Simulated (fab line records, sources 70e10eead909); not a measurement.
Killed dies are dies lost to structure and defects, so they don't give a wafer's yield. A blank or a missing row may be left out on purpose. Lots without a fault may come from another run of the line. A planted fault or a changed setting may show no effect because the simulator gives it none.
fab line records | flow nand_harc
record lots=12 wafers=36 last_day=34
route steps=1302 shown A_WL_FILL@952 END@1302
lots that met no fault: from a run of the same line without faults
start_h: hours from the record's first day to the start of the lot's first wafer shown | wait_h: hours since the lot's step before | " the same as in the row above | L1.1+2: a row that stands for several wafers | - no value, or no start given | * or withheld: withheld | < > ~ a bound
route shown NAME@n: a module of which the file shows steps, and the number in the route of the first | usual: mean/standard deviation of fault-free wafers | same: alike in all rows | chamber/n: place in a boat | sites: the reading at each site | _std_site: their standard deviation | _edge_site: outer sites' mean less inner sites' | radius_mm: how far each site lies from the wafer's centre | mask NAME#n: copy n | behind: the tool/chamber that last shaped the wafer | hold: why the lot was held/for how many hours/how that ended | device: the transistor (n, p or np) that didn't switch | end of line: the same wafers' tests at the end of the route | a step without rows: its recipe alone | killed: dies lost to structure and defects at the first sort, not the wafer's yield | map: a wafer's dies, x killed, . not, _ none there
set.NAME: the setting as run; set.NAME@STEP: as run at that earlier step | model.NAME: the simulator's own value behind a step, which no gauge read
steps of the route over a sample of lots; a table a step, a row a wafer
services: from which hour (start_h, from the record's first day; less than 0 if before it) a tool's chamber was out of use, for how many hours, and why
## steps
# step NHARC_A_WL_FILL_ALD_00
# recipe target_thk_a=30 pulse_time_s=3 ald_cycles=30 temp_c=300 material=Al2O3
# usual heater_power_outer_w=285/30 heater_power_w=497/48 precursor_pulse_height_rel=0.998/0.02
# same ald_cycles=30
# columns lot.wafer tool chamber start_h wait_h heater_power_outer_w heater_power_w precursor_pulse_height_rel since_wet_clean_h
L955.2 ald_hk-03 1 465.04 0.1 229 421 1.023 65
L955.3 " 0 " " 293 525 0.960 65
L955.5 " 2 " " 260 460 0.976 -
L956.2 ald_hk-02 3 481.69 0.4 266 472 0.977 120
L956.4 " 1 " " 320 569 0.982 120
L956.1 " 2 " " 251 460 0.985 121
L957.4 ald_hk-04 2 488.18 0.1 282 559 0.992 43
L957.6 " 3 " " 250 444 0.962 -
L957.5 " 0 " " 317 510 1.025 -
L959.1 ald_hk-03 1 500.79 1.5 227 418 1.001 101
L959.3 " 3 " " 322 548 1.003 101
L959.5 " 1 " " 229 404 0.990 -
L960.1 ald_hk-04 3 500.81 1.5 246 443 0.959 55
L960.3 " 0 " " 323 490 1.020 55
L960.5 " 1 " " 285 514 0.979 -
L972.4 ald_hk-02 1 620.72 0.1 328 586 0.956 80
L972.3 " 2 " " 249 447 0.986 80
L972.2 " 0 " " 307 484 1.036 80
L971.1 ald_hk-04 3 628.21 0.1 265 456 0.998 5
L971.3 " 1 " " 294 502 0.974 5
L971.6 " 3 " " 266 463 0.999 -
L974.1 ald_hk-04 1 650.61 0.1 289 525 1.006 27
L974.3 " 3 " " 267 460 0.972 27
L974.5 " 1 " " 298 507 1.008 -
L976.1 ald_hk-02 3 650.62 0.1 260 460 0.996 110
L976.2 " 0 " " 313 466 1.001 110
L976.3 " 2 " " 261 464 1.028 110
L975.2 ald_hk-02 0 673.65 0.1 315 479 1.014 133
L975.5 " 0 " " 313 481 1.022 -
L975.6 " 1 " " 328 595 1.012 -
L977.2 ald_hk-02 3 700.31 0.3 267 473 0.994 159
L977.6 " 1 " " 336 596 0.980 -
L977.5 " 2 " " 256 457 0.969 -
L978.2 ald_hk-02 2 703.96 0.1 257 463 0.980 163
L978.3 " 3 " " 273 474 0.954 163
L978.6 " 3 " " 261 467 0.976 -
# step NHARC_A_WL_FILL_STRIP_27
# recipe power_w=1500 temp_c=250 time_s=20 chemistry=N2/H2
# usual drypump_motor_current_A=5.6/0.46 heater_power_w=331/15 temp_c=250.00/0.16
# columns lot.wafer tool chamber start_h wait_h drypump_motor_current_A heater_power_w rf_hours_counter_h temp_c
L955.2 plasma_asher-02 1 466.73 0.1 5.7 349 4 249.95
L955.3 " 0 " " 4.8 338 - 250.03
L955.5 " 0 " " 4.8 342 - 250.07
L956.2 plasma_asher-02 0 483.54 0.1 4.8 339 8 250.12
L956.1 " 1 " " 5.8 342 8 249.98
L956.4 " 0 " " 4.8 342 - 249.94
L957.4 plasma_asher-02 1 489.85 0.2 5.8 345 - 250.17
L957.6 " 0 " " 4.8 344 - 250.03
L957.5 " 1 " " 5.8 355 - 250.04
L960.1 plasma_asher-01 1 502.42 0.1 5.8 338 32 250.11
L960.3 " 0 " " 6.0 310 - 249.81
L960.5 " 1 " " 5.8 337 - 249.60
L959.1 plasma_asher-01 0 502.76 0.1 5.9 320 32 250.18
L959.3 " 0 " " 5.9 311 - 250.42
L959.5 " 1 " " 5.9 339 - 249.94
L972.2 plasma_asher-01 1 622.58 0.3 5.8 327 20 249.81
L972.3 " 0 " " 5.9 309 - 249.78
L972.4 " 1 " " 5.8 332 - 249.92
L971.1 plasma_asher-01 0 629.91 0.1 6.0 299 21 250.21
L971.3 " 0 " " 6.0 305 - 249.95
L971.6 " 0 " " 6.0 313 - 250.01
L974.1 plasma_asher-02 1 652.29 0.1 5.8 339 4 249.89
L974.3 " 1 " " 5.7 330 - 249.89
L974.5 " 0 " " 4.8 346 - 250.02
L976.1 plasma_asher-01 1 652.37 0.1 5.8 339 25 250.03
L976.2 " 0 " " 5.9 305 25 250.07
L976.3 " 1 " " 5.8 326 - 249.96
L975.2 plasma_asher-01 1 675.37 0.1 5.8 330 30 250.23
L975.6 " 0 " " 5.9 309 - 249.89
L975.5 " 1 " " 5.8 336 - 250.03
L977.2 plasma_asher-02 1 702.06 0.2 5.7 346 16 249.92
L977.6 " 0 " " 4.8 342 - 249.78
L977.5 " 1 " " 5.7 333 - 250.18
L978.2 plasma_asher-01 0 705.64 0.1 6.0 304 0 250.03
L978.3 " 0 " " 5.9 292 - 250.10
L978.6 " 0 " " 5.9 303 - 249.92
# step NHARC_A_WL_FILL_ALD_10
# recipe target_thk_a=500 pulse_time_s=10 ald_cycles=500 temp_c=300 material=SiO2
# usual heater_power_outer_w=285/30 heater_power_w=499/49 precursor_pulse_height_rel=1.000/0.018
# same ald_cycles=500
# columns lot.wafer tool chamber start_h wait_h heater_power_outer_w heater_power_w precursor_pulse_height_rel since_wet_clean_h
L955.3 ald_hk-04 3 471.99 0.1 249 433 0.993 28
L955.2 " 1 473.00 1.1 278 491 1.021 29
L955.5 " 3 474.02 2.1 249 455 1.003 -
L956.2 ald_hk-04 3 491.09 0.6 256 433 1.000 47
L956.4 " 0 " " 311 514 0.988 47
L956.1 " 1 " " 283 510 0.958 48
L957.4 ald_hk-02 3 501.24 3.1 274 476 0.984 141
L957.6 " 0 502.26 4.1 319 495 0.997 -
L957.5 " 1 503.29 5.2 323 564 1.012 -
L959.3 ald_hk-02 0 507.33 0.0 308 497 0.999 147
L959.1 " 1 " " 319 563 0.973 148
L959.5 " 1 509.90 2.6 329 575 1.015 -
L960.3 ald_hk-04 2 507.33 0.1 281 561 1.017 63
L960.1 " 1 508.88 1.6 294 514 1.017 64
L960.5 " 2 " " 282 569 0.986 -
L972.2 ald_hk-02 1 629.37 0.6 329 591 0.978 89
L972.4 " 2 " " 259 457 0.973 90
L972.3 " 3 " " 267 478 0.991 90
L971.1 ald_hk-03 0 634.79 0.1 295 537 1.012 56
L971.3 " 3 636.32 1.6 292 513 1.029 57
L971.6 " 1 637.35 2.6 226 412 1.007 -
L976.2 ald_hk-04 1 658.61 0.1 292 504 0.987 36
L976.3 " 3 659.66 1.1 255 460 1.033 37
L976.1 " 0 " " 317 504 0.978 38
L974.1 ald_hk-03 0 658.82 0.3 289 536 0.982 80
L974.3 " 1 " " 226 403 0.975 80
L974.5 " 1 661.42 2.9 226 403 1.000 -
L975.2 ald_hk-04 3 681.33 1.1 267 452 0.994 59
L975.6 " 1 682.38 2.2 295 521 1.011 -
L975.5 " 2 " " 288 561 1.023 -
L977.2 ald_hk-04 0 707.18 0.1 309 498 1.007 85
L977.5 " 0 709.23 2.1 312 503 1.029 -
L977.6 " 1 " " 287 501 1.006 -
L978.3 ald_hk-03 2 711.00 0.1 277 487 0.988 132
L978.2 " 0 712.03 1.1 295 548 1.004 133
L978.6 " 3 713.58 2.6 292 525 1.017 -
# step NHARC_A_WL_FILL_ALD_19
# recipe target_thk_a=20 pulse_time_s=3 ald_cycles=100 temp_c=450 material=TiN
# usual ald_cycles=100/0 heater_power_outer_w=704/83 heater_power_w=1092/82 precursor_pulse_height_rel=0.998/0.02
# columns lot.wafer tool chamber start_h wait_h ald_cycles heater_power_outer_w heater_power_w precursor_pulse_height_rel since_wet_clean_h
L955.2 ald_metal-01 3 482.19 0.1 100 615 1059 0.978 124
L955.3 " 1 " " 100 583 971 1.001 124
L955.5 " 0 " " 100 726 1053 1.031 -
L956.4 ald_metal-01 1 500.86 0.1 100 591 965 0.989 143
L956.2 " 2 " " 100 783 1174 1.000 143
L956.1 " 3 " " 100 609 1085 0.985 143
L957.4 ald_metal-02 0 511.46 0.1 100 671 1031 1.001 69
L957.5 " 3 " " 100 775 1179 1.042 -
L957.6 " 0 " " 100 657 1024 0.986 -
L959.1 ald_metal-01 1 517.67 0.1 - - - - -
L959.3 " 0 " " - - - - -
L959.5 " 1 " " - - - - -
L960.3 ald_metal-03 0 517.68 0.1 - - - - -
L960.1 " 2 " " - - - - -
L960.5 " 0 " " - - - - -
L972.3 ald_metal-03 2 639.09 0.1 100 652 1099 0.985 61
L972.4 " 3 " " 100 858 1252 1.011 61
L972.2 " 0 " " 100 744 1194 1.021 61
L971.3 ald_metal-01 0 645.08 0.1 100 798 1082 0.985 109
L971.1 " 2 " " 100 799 1158 1.005 109
L971.6 " 1 " " 100 604 976 0.956 -
L976.2 ald_metal-03 3 668.99 0.1 100 856 1234 0.989 91
L976.1 " 0 " " 100 714 1196 0.997 91
L976.3 " 2 " " 100 645 1119 1.002 91
L974.1 ald_metal-02 1 669.07 0.1 100 652 1010 0.968 49
L974.3 " 2 " " 100 667 1025 0.985 49
L974.5 " 0 " " 100 656 1018 0.987 -
L975.2 ald_metal-01 2 690.80 0.1 100 796 1181 1.029 155
L975.5 " 0 " " 100 816 1126 1.001 -
L975.6 " 1 " " 100 599 975 1.009 -
L977.2 ald_metal-02 1 717.42 0.1 100 639 1002 1.011 97
L977.6 " 0 " " 100 665 1044 0.994 -
L977.5 " 1 " " 100 655 997 0.980 -
L978.2 ald_metal-03 1 721.24 0.1 100 625 1057 1.021 143
L978.3 " 3 " " 100 837 1221 1.000 143
L978.6 " 1 " " 100 624 1045 1.003 -
# step NHARC_END_SORT_01
# recipe temp_c=25
# usual killed_at_array=62/16 killed_at_other=0.8/1.1 killed_at_periphery=4/3.2 killed_dies=67/16 killed_open=3.5/1.9 killed_short=2.1/1.5
# same gross_dies=677
# columns lot.wafer tool chamber start_h wait_h killed_at_array killed_at_other killed_at_periphery killed_dies killed_open killed_short
L959.1 prober-01 0 594.14 2.5 673 0 4 677 2 2
L959.3 prober-01 0 595.73 3.1 672 0 5 677 6 0
L959.5 prober-01 0 597.33 3.7 674 0 3 677 8 3
L960.1 prober-02 0 601.88 2.5 675 0 2 677 5 3
L960.3 prober-02 0 603.49 3.1 676 0 1 677 1 2
L960.5 prober-02 0 605.11 3.7 673 0 4 677 5 2
# killed by level:class
L959.1 A_WL_FILL:area_ald=589 A_CHANNEL_HOLE_D1:chamber_film_flake=33 A_SLIT:chamber_film_flake=23 A_CHANNEL_HOLE_D2:chamber_film_flake=11 A_CONTACT:chamber_film_flake=8 P_STI:chamber_film_flake=3 A_CHANNEL_FILL_D2:chamber_film_flake=3 A_ONON_D1:geometric_particle:open=1
L959.3 A_WL_FILL:area_ald=585 A_CHANNEL_HOLE_D1:chamber_film_flake=37 A_SLIT:chamber_film_flake=24 A_CHANNEL_HOLE_D2:chamber_film_flake=9 A_CONTACT:chamber_film_flake=5 P_STI:chamber_film_flake=3 A_STAIRCASE:chamber_film_flake=3 A_CHANNEL_FILL_D2:chamber_film_flake=3
L959.5 A_WL_FILL:area_ald=588 A_CHANNEL_HOLE_D1:chamber_film_flake=31 A_SLIT:chamber_film_flake=20 A_CHANNEL_HOLE_D2:chamber_film_flake=11 A_CONTACT:chamber_film_flake=4 A_M1:chamber_film_flake=4 A_ONON_D1:geometric_particle:open=2 A_WL_FILL:geometric_particle:open=2
L960.1 A_WL_FILL:area_ald=643 A_STAIRCASE:chamber_film_flake=9 A_CHANNEL_HOLE_D2:chamber_film_flake=8 A_CHANNEL_HOLE_D1:chamber_film_flake=5 A_CONTACT:geometric_particle:short=2 A_CONTACT:chamber_film_flake=2 P_CONTACT:geometric_particle:open=1 P_M0:geometric_particle:open=1
L960.3 A_WL_FILL:area_ald=644 A_CHANNEL_HOLE_D2:chamber_film_flake=10 A_STAIRCASE:chamber_film_flake=6 A_CHANNEL_HOLE_D1:chamber_film_flake=4 A_CHANNEL_FILL_D2:chamber_film_flake=3 A_CONTACT:chamber_film_flake=3 A_ONON_D2:geometric_particle:short=1 A_CHANNEL_FILL_D2:geometric_particle:short=1
L960.5 A_WL_FILL:area_ald=638 A_CHANNEL_HOLE_D2:chamber_film_flake=13 A_STAIRCASE:chamber_film_flake=7 A_SLIT:chamber_film_flake=2 A_CONTACT:chamber_film_flake=2 P_CONTACT:geometric_particle:open=1 P_M1:geometric_particle:open=1 A_ONON_D1:geometric_particle:open=1
## services
# columns tool chamber start_h hours kind
plasma_asher-02 - 443.20 9.0 pm
ald_hk-04 0 445.47 - clean
ald_hk-04 1 445.47 - clean
ald_hk-04 2 445.47 - clean
ald_hk-04 3 445.47 - clean
ald_metal-03 2 456.71 20.5 repair
plasma_asher-02 - 479.50 3.0 repair
plasma_asher-01 - 519.26 9.0 pm
ald_metal-01 - 526.22 10.0 pm
ald_hk-02 - 530.91 10.0 pm
ald_hk-02 - 543.43 0.6 repair
ald_metal-03 - 568.10 10.0 pm
ald_metal-02 - 570.42 0.6 repair
ald_metal-02 - 610.00 10.0 pm
ald_hk-04 - 613.47 10.0 pm
ald_hk-04 0 613.47 10.0 vent_cycle
plasma_asher-02 - 620.20 9.0 pm
ald_metal-01 2 622.00 3.9 repair
ald_metal-01 3 644.38 23.8 repair
plasma_asher-02 - 662.81 0.7 repair
plasma_asher-02 - 670.28 0.4 repair
plasma_asher-01 - 696.26 9.0 pm
ald_metal-01 - 704.22 10.0 pm
ald_hk-02 - 710.27 10.0 pm
## key
first_sign step=NHARC_A_WL_FILL_ALD_19 reading=tool_record direction=missing
effect step=NHARC_END_SORT_01 reading=killed_at_array direction=up sigmas=38 usual=62 struck=674
more_kills_born_at NHARC_A_WL_FILL_ALD_19@ald_metal-03=1925 NHARC_A_WL_FILL_ALD_19@ald_metal-01=1761
met_at NHARC_A_WL_FILL_ALD_19
struck_lots L959,L960
later_rows_left_out L959.1,L959.3,L959.5,L960.1,L960.3,L960.5
tester_left_out L959,L960
not_acting_at NHARC_A_WL_FILL_ALD_00,NHARC_A_WL_FILL_STRIP_27,NHARC_A_WL_FILL_ALD_10
onset_between 500.86 517.67
fault kind=skipped_step_whole tool=ald_metal-01,ald_metal-03 chamber=- onset_h=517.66 steps=NHARC_A_WL_FILL_ALD_19 scope=struck_lots_only
# tester_left_out: of these lots the tester's yield and bins aren't shown, on N5 and GAA mostly nor the transistor test; their killed dies are dies lost to structure and defects alone, not to doping, threshold or leakage, so they don't give the yield
# later_rows_left_out: the simulator's readings of these wafers behind a module that went badly wrong aren't trusted and aren't shown, but for the sort
